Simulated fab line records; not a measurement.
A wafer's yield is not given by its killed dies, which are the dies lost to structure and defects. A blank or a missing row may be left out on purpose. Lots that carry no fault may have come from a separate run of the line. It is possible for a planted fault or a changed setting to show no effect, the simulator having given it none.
Chamber matching    flow nand harc    4 sister chambers for NHARC_A_CHANNEL_FILL_D1_ALD_14 on ald hk-03
The step deposits SiO2, target thk 2.5 nm, pulse time 10 s, ald cycles 25. 18 wafers are shown with their chamber, then 9 later ones without.

== WAFERS PAIRED WITH THEIR CHAMBERS ==
wafer   chamber  heater power w (W)  precursor pulse height rel
L074.1  2        447                 1.010
L074.2  3        431                 0.990
L074.5  1        403                 0.989
L075.1  2        454                 1.005
L075.4  3        422                 1.029
L075.5  1        411                 1.030
L079.2  0        391                 1.019
L079.5  1        402                 0.995
L079.6  2        439                 0.981
L082.1  1        400                 0.977
L082.5  1        407                 0.962
L082.6  0        390                 0.999
L081.2  1        404                 0.983
L081.5  0        389                 1.021
L081.6  3        409                 0.976
L086.1  2        447                 1.000
L086.2  1        389                 0.984
L086.3  0        395                 1.009

SIGNATURES (averages over the wafers above)
reading                     chamber 0  chamber 1  chamber 2  chamber 3  scatter within a chamber
heater power w              391.25     402.29     446.75     420.67     6.87
precursor pulse height rel  1.01200    0.98857    0.99900    0.99833    0.0188
Rule: a wafer lies at a distance from a chamber equal to the root of the sum of squares, over the readings, of (its reading less the chamber's mean, divided by the reading's scatter). If the next closest chamber is less than 2 further off than the closest, the wafer can't be placed; otherwise it belongs to the closest. The scatter is the square root of a quotient: the sum, over the shown wafers, of each reading's squared deviation from its chamber's mean, divided by wafers minus chambers.

== WAFERS WITH NO CHAMBER GIVEN ==
wafer   heater power w (W)  precursor pulse height rel
L086.4  419                 1.036
L086.5  415                 1.009
L086.6  397                 0.979
L091.1  385                 1.001
L091.3  398                 1.012
L091.5  420                 1.000
L093.1  396                 0.998
L093.2  453                 1.041
L093.6  461                 0.995

== WHICH CHAMBER EACH ONE RAN IN ==
wafer   from the rows above      in truth
L086.4  can't be placed: 3 or 1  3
L086.5  can't be placed: 3 or 1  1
L086.6  can't be placed: 1 or 0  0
L091.1  can't be placed: 0 or 1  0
L091.3  can't be placed: 0 or 1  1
L091.5  3                        3
L093.1  can't be placed: 0 or 1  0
L093.2  2                        2
L093.6  2                        2
Correct placement for 3 of the 9. From these rows, 6 cannot be placed; in 6 the true chamber is one of the candidates. 0 placed wrongly.
